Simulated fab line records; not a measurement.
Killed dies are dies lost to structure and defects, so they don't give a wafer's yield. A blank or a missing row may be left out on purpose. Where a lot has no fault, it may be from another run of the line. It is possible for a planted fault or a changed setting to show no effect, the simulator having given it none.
Comparing a struck lot with a sound one + flow n5_finfet + 37 steps out of a route of 1938
Sound: these wafers, L859.1, L859.4, L859.5. Wafers struck: L851.2, L851.4, L851.5. Last of all comes the cause.
At each step with rows: each side's tool, then ch and its chambers, then its first start. Under that, the readings that differ: sound wafers + struck wafers + difference of the means + sigmas: that difference in standard deviations of wafers without a fault.
alike: readings with means less than 2 such deviations apart, plus words and numbers identical on both sides. not compared: withheld readings, readings lacking a value on some wafer, bounds such as >300 that could conceal the same value, and numbers that have no deviation in the record and whose values overlap.
The two part at a step that has a row with sigmas, a row that says differs or no value, or rows on one side only. Numbers that don't overlap but have no deviation are shown without sigmas and don't part them. A reading missing from all wafers of one side parts the sides only when that side holds two or more wafers.

first, 9 steps without rows for these wafers: N5_BEOL_M7_SURFACE_TREAT_79; N5_BEOL_M7_CVD_78 (deposits Co from CCTBA/H2, target thk 2 nm, time 142.3 s); N5_BEOL_M7_SPUTTER_48 (material Cu, target thk 10 nm, time 1.667 s); N5_BEOL_M7_ECD_50 (material Cu, target thk 300 nm); N5_BEOL_M7_ANNEAL_51 (time 90 s); N5_BEOL_M7_CMP_52 (polishes, stops on SiCOH lowk, t overpolish 6.9 s, target thk 80 nm); N5_BEOL_M7_PRE_CLEAN_55 (time 15 s); N5_BEOL_M7_DEP_56 (deposits SiCN from 3MS/NH3, target thk 10 nm, time 17.5 s); N5_BEOL_M8_ILD_DEP_00 (deposits SiCOH lowk from DEMS/porogen, target thk 179.75 nm, time 33.4 s).
N5_BEOL_M8_CURE_74: cures SiCOH lowk, time 240 s.
  sound on uv_cure-03 ch 1, day 14 07:13; struck on uv_cure-01 ch 0, day 12 19:19
  no value came back on the struck wafers for lamp_power_pct (%), run_length_s (s), wafer_temp_C_max; on the sound wafers lamp_power_pct (%) reads 52.39 52.35 52.26
| reading                                            | sound           | struck            | difference | sigmas |
|----------------------------------------------------|-----------------|-------------------|------------|--------|
| model.SiCOH_lowk_of_BEOL_M8_ILD_DEP_00.thk_nm (nm) | 151.8 155.2 157 | 180.4 181.4 183.2 | +27.0      |        |
N5_BEOL_M8_THK_MEAS_01:
  sound on film_metro-02, day 14 07:44; struck on film_metro-02, day 12 19:45
| reading         | sound             | struck            | difference | sigmas |
|-----------------|-------------------|-------------------|------------|--------|
| M8_ILD_THK (nm) | 151.8 155.2 157.0 | 180.2 181.4 183.4 | +27.0      | +11    |
then, 24 steps without rows for these wafers: N5_BEOL_M8_PECVD_70 (deposits SiO2 from TEOS/O2, target thk 20 nm, time 22.7 s); N5_BEOL_M8_HM_DEP_02 (deposits TiN, target thk 20 nm); N5_BEOL_M8_COAT_59 (time 60 s, resist thk 100 nm); N5_BEOL_M8_COAT_60 (time 60 s, resist thk 35 nm); N5_BEOL_M8_COAT_05 (resist thk 90 nm); N5_BEOL_M8_EBR_07; N5_BEOL_M8_SOFTBAKE_06 (time 60 s); N5_BEOL_M8_EXPOSE_08 (exposes mask M8); N5_BEOL_M8_PEB_09 (peb time 60 s); N5_BEOL_M8_DEVELOP_10 (develop time 30 s); N5_BEOL_M8_DESCUM_16 (chemistry O2, time 7.9 s); N5_BEOL_M8_ETCH_61 (etches SiARC in CF4, target depth 45.5 nm, time 75.8 s); N5_BEOL_M8_ETCH_62 (etches SOC in N2/H2, target depth 110 nm, overetch 22 nm, time 165 s); N5_BEOL_M8_STRIP_68 (strips in N2/H2); N5_BEOL_M8_STRIP_67 (strips in CF4); N5_BEOL_M8_HM_OPEN_17 (chemistry Cl2/BCl3, target TiN, target depth 20 nm, overetch 6 nm); N5_BEOL_M8_STRIP_19 (strips in O2); N5_BEOL_M8_COAT_63 (time 60 s, resist thk 60 nm); N5_BEOL_M8_COAT_64 (time 60 s, resist thk 12 nm); N5_BEOL_M8_COAT_71 (time 60 s, resist thk 5 nm); N5_BEOL_M8_COAT_22 (resist thk 30 nm); N5_BEOL_M8_EBR_24; N5_BEOL_M8_SOFTBAKE_23 (time 60 s); N5_BEOL_M8_EXPOSE_25 (exposes mask V7, target cd 40 nm).
N5_BEOL_M8_CMP_52: polishes, stops on SiCOH lowk, t overpolish 6.9 s, target thk 80 nm.
  sound on cmp-02 ch 1,2,3, day 14 17:30; struck on cmp-02 ch 0,1,3, day 13 03:23
| reading                                            | sound           | struck            | difference | sigmas |
|----------------------------------------------------|-----------------|-------------------|------------|--------|
| model.SiCOH_lowk_of_BEOL_M8_ILD_DEP_00.thk_nm (nm) | 148.8 152.2 154 | 177.4 178.4 180.2 | +27.0      |        |
  alike: clearing_platen_rpm, motor_current_A
-- record jumps: 3 days separate the struck wafers' starts on either side; left off in module BEOL_M8, taken up again in module PASSIVATION, whose first shown step is the route's number 1936 --
N5_PASSIVATION_PROBE_49:
  record: rows for the struck wafers here (prober-02, day 15 17:40), none for the sound ones

== WHERE THEY PART ==
Earliest at N5_BEOL_M8_CURE_74; latest, in this record, at N5_PASSIVATION_PROBE_49.

WHY: what had been put in by the simulator
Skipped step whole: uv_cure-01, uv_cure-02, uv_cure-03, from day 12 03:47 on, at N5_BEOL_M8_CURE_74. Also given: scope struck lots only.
